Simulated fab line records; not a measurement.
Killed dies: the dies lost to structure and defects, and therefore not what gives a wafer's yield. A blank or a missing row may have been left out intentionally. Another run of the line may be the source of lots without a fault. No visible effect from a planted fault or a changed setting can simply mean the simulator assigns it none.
Split-lot study :: flow n5-finfet :: 39 wafers read across 7 lots, on a route 1938 steps long

== ON THE SPLIT ==
At N5_FIN_CUT_CUT_ETCH_26 (etches SiNx in CH3F/O2, target depth 39 nm, time 55.7 s), the setting target-depth-a was moved away from the recipe's 390 angstrom on 18 of the 39 wafers read, by -7.3% to +8.3%. All remaining wafers had this setting at the recipe value.

Reading taken at the split's own step.

== THE READING ==
etch.depth-nm (the simulator's own value, which no gauge read), in nm, at N5_FIN_CUT_CUT_ETCH_26 (etches SiNx in CH3F/O2, target depth 39 nm, time 55.7 s). No usual value for it is given in the file. Here, 21 wafers ran the recipe; their average is 38.99 nm with a standard deviation of 0.55 nm.

wafer: L077.1
tool, chamber at the split: rie-diel-04, 2
target-depth-a as run, angstrom: 422.3
against the recipe: +8.3%
etch.depth-nm, nm: 42.28
against lot-mates on the recipe: +2.64

wafer: L077.2
tool, chamber at the split: rie-diel-04, 1
target-depth-a as run, angstrom: 422.3
against the recipe: +8.3%
etch.depth-nm, nm: 43.52
against lot-mates on the recipe: +3.88

wafer: L077.3
tool, chamber at the split: rie-diel-04, 0
target-depth-a as run, angstrom: 390
against the recipe: recipe
etch.depth-nm, nm: 39.06
against lot-mates on the recipe: -

wafer: L077.4
tool, chamber at the split: rie-diel-04, 3
target-depth-a as run, angstrom: 422.3
against the recipe: +8.3%
etch.depth-nm, nm: 41.95
against lot-mates on the recipe: +2.31

wafer: L077.5
tool, chamber at the split: rie-diel-04, 1
target-depth-a as run, angstrom: 390
against the recipe: recipe
etch.depth-nm, nm: 40.44
against lot-mates on the recipe: -

wafer: L077.6
tool, chamber at the split: rie-diel-04, 0
target-depth-a as run, angstrom: 390
against the recipe: recipe
etch.depth-nm, nm: 39.42
against lot-mates on the recipe: -

wafer: L078.1
tool, chamber at the split: rie-diel-04, 3
target-depth-a as run, angstrom: 374.6
against the recipe: -3.9%
etch.depth-nm, nm: 37.14
against lot-mates on the recipe: -2.11

wafer: L078.2
tool, chamber at the split: rie-diel-04, 2
target-depth-a as run, angstrom: 374.6
against the recipe: -3.9%
etch.depth-nm, nm: 37.55
against lot-mates on the recipe: -1.70

wafer: L078.3
tool, chamber at the split: rie-diel-04, 1
target-depth-a as run, angstrom: 374.6
against the recipe: -3.9%
etch.depth-nm, nm: 38.77
against lot-mates on the recipe: -0.48

wafer: L078.4
tool, chamber at the split: rie-diel-04, 0
target-depth-a as run, angstrom: 390
against the recipe: recipe
etch.depth-nm, nm: 39.51
against lot-mates on the recipe: -

wafer: L078.5
tool, chamber at the split: rie-diel-04, 0
target-depth-a as run, angstrom: 390
against the recipe: recipe
etch.depth-nm, nm: 39.59
against lot-mates on the recipe: -

wafer: L078.6
tool, chamber at the split: rie-diel-04, 3
target-depth-a as run, angstrom: 390
against the recipe: recipe
etch.depth-nm, nm: 38.65
against lot-mates on the recipe: -

wafer: L080.1
tool, chamber at the split: rie-diel-05, 2
target-depth-a as run, angstrom: 361.4
against the recipe: -7.3%
etch.depth-nm, nm: 36.33
against lot-mates on the recipe: -2.29

wafer: L080.2
tool, chamber at the split: rie-diel-05, 3
target-depth-a as run, angstrom: 361.4
against the recipe: -7.3%
etch.depth-nm, nm: 35.74
against lot-mates on the recipe: -2.88

wafer: L080.3
tool, chamber at the split: rie-diel-05, 1
target-depth-a as run, angstrom: 361.4
against the recipe: -7.3%
etch.depth-nm, nm: 35.96
against lot-mates on the recipe: -2.66

wafer: L080.4
tool, chamber at the split: rie-diel-05, 0
target-depth-a as run, angstrom: 390
against the recipe: recipe
etch.depth-nm, nm: 38.58
against lot-mates on the recipe: -

wafer: L080.5
tool, chamber at the split: rie-diel-05, 0
target-depth-a as run, angstrom: 390
against the recipe: recipe
etch.depth-nm, nm: 38.43
against lot-mates on the recipe: -

wafer: L080.6
tool, chamber at the split: rie-diel-05, 1
target-depth-a as run, angstrom: 390
against the recipe: recipe
etch.depth-nm, nm: 38.85
against lot-mates on the recipe: -

wafer: L082.1
tool, chamber at the split: rie-diel-03, 2
target-depth-a as run, angstrom: 406.2
against the recipe: +4.2%
etch.depth-nm, nm: 39.7
against lot-mates on the recipe: +0.38

wafer: L082.2
tool, chamber at the split: rie-diel-03, 3
target-depth-a as run, angstrom: 390
against the recipe: recipe
etch.depth-nm, nm: 39.5
against lot-mates on the recipe: -

wafer: L082.3
tool, chamber at the split: rie-diel-03, 1
target-depth-a as run, angstrom: 406.2
against the recipe: +4.2%
etch.depth-nm, nm: 40.48
against lot-mates on the recipe: +1.16

wafer: L082.4
tool, chamber at the split: rie-diel-03, 0
target-depth-a as run, angstrom: 390
against the recipe: recipe
etch.depth-nm, nm: 39.29
against lot-mates on the recipe: -

wafer: L082.5
tool, chamber at the split: rie-diel-03, 1
target-depth-a as run, angstrom: 406.2
against the recipe: +4.2%
etch.depth-nm, nm: 40.47
against lot-mates on the recipe: +1.15

wafer: L082.6
tool, chamber at the split: rie-diel-03, 0
target-depth-a as run, angstrom: 390
against the recipe: recipe
etch.depth-nm, nm: 39.17
against lot-mates on the recipe: -

wafer: L084.1
tool, chamber at the split: rie-diel-04, 2
target-depth-a as run, angstrom: 416.8
against the recipe: +6.9%
etch.depth-nm, nm: 40.87
against lot-mates on the recipe: +2.51

wafer: L084.2
tool, chamber at the split: rie-diel-04, 0
target-depth-a as run, angstrom: 390
against the recipe: recipe
etch.depth-nm, nm: 38.49
against lot-mates on the recipe: -

wafer: L084.3
tool, chamber at the split: rie-diel-04, 1
target-depth-a as run, angstrom: 416.8
against the recipe: +6.9%
etch.depth-nm, nm: 42.37
against lot-mates on the recipe: +4.01

wafer: L084.4
tool, chamber at the split: rie-diel-04, 3
target-depth-a as run, angstrom: 390
against the recipe: recipe
etch.depth-nm, nm: 38.18
against lot-mates on the recipe: -

wafer: L084.5
tool, chamber at the split: rie-diel-04, 2
target-depth-a as run, angstrom: 390
against the recipe: recipe
etch.depth-nm, nm: 38.41
against lot-mates on the recipe: -

wafer: L084.6
tool, chamber at the split: rie-diel-04, 3
target-depth-a as run, angstrom: 416.8
against the recipe: +6.9%
etch.depth-nm, nm: 40.54
against lot-mates on the recipe: +2.18

wafer: L089.1
tool, chamber at the split: rie-diel-05, 1
target-depth-a as run, angstrom: 390
against the recipe: recipe
etch.depth-nm, nm: 38.84
against lot-mates on the recipe: -

wafer: L089.2
tool, chamber at the split: rie-diel-05, 0
target-depth-a as run, angstrom: 390
against the recipe: recipe
etch.depth-nm, nm: 38.85
against lot-mates on the recipe: -

wafer: L089.3
tool, chamber at the split: rie-diel-05, 3
target-depth-a as run, angstrom: 410
against the recipe: +5.1%
etch.depth-nm, nm: 40.52
against lot-mates on the recipe: +1.59

wafer: L089.4
tool, chamber at the split: rie-diel-05, 2
target-depth-a as run, angstrom: 410
against the recipe: +5.1%
etch.depth-nm, nm: 40.56
against lot-mates on the recipe: +1.63

wafer: L089.5
tool, chamber at the split: rie-diel-05, 1
target-depth-a as run, angstrom: 410
against the recipe: +5.1%
etch.depth-nm, nm: 40.99
against lot-mates on the recipe: +2.06

wafer: L089.6
tool, chamber at the split: rie-diel-05, 2
target-depth-a as run, angstrom: 390
against the recipe: recipe
etch.depth-nm, nm: 39.11
against lot-mates on the recipe: -

wafer: L092.2
tool, chamber at the split: rie-diel-04, 2
target-depth-a as run, angstrom: 390
against the recipe: recipe
etch.depth-nm, nm: 39.52
against lot-mates on the recipe: -

wafer: L092.3
tool, chamber at the split: rie-diel-04, 0
target-depth-a as run, angstrom: 390
against the recipe: recipe
etch.depth-nm, nm: 38.66
against lot-mates on the recipe: -

wafer: L092.5
tool, chamber at the split: rie-diel-04, 3
target-depth-a as run, angstrom: 390
against the recipe: recipe
etch.depth-nm, nm: 38.19
against lot-mates on the recipe: -

THE FIT
A straight line over all 39 wafers: etch.depth-nm changes by +0.376 nm for each +1% of target-depth-a; r = +0.93; the points scatter about the line by 0.61 nm.
The same after taking each lot's own level away (the mean of its wafers on the recipe; 39 wafers): +0.359 nm for each +1%; r = +0.95; scatter 0.51 nm.
That fit puts the effect of the largest move of target-depth-a on the reading at 3 nm.
The span of the lots' own levels, 38.360 to 39.640 nm, comes to 2.3 times the standard deviation stated above.
So the lot-to-lot level changes the slope little: the two slopes agree.
Check: +2.99 nm against its lot-mates is what the line predicts for one of the wafers moved furthest among these (+8.3%) when that wafer is left out of the fit. Against them it came out at +2.64 nm.

== FILE'S OWN FIT ==
etch.depth-nm changes by +0.358 nm for each +1% of target-depth-a, r = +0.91.
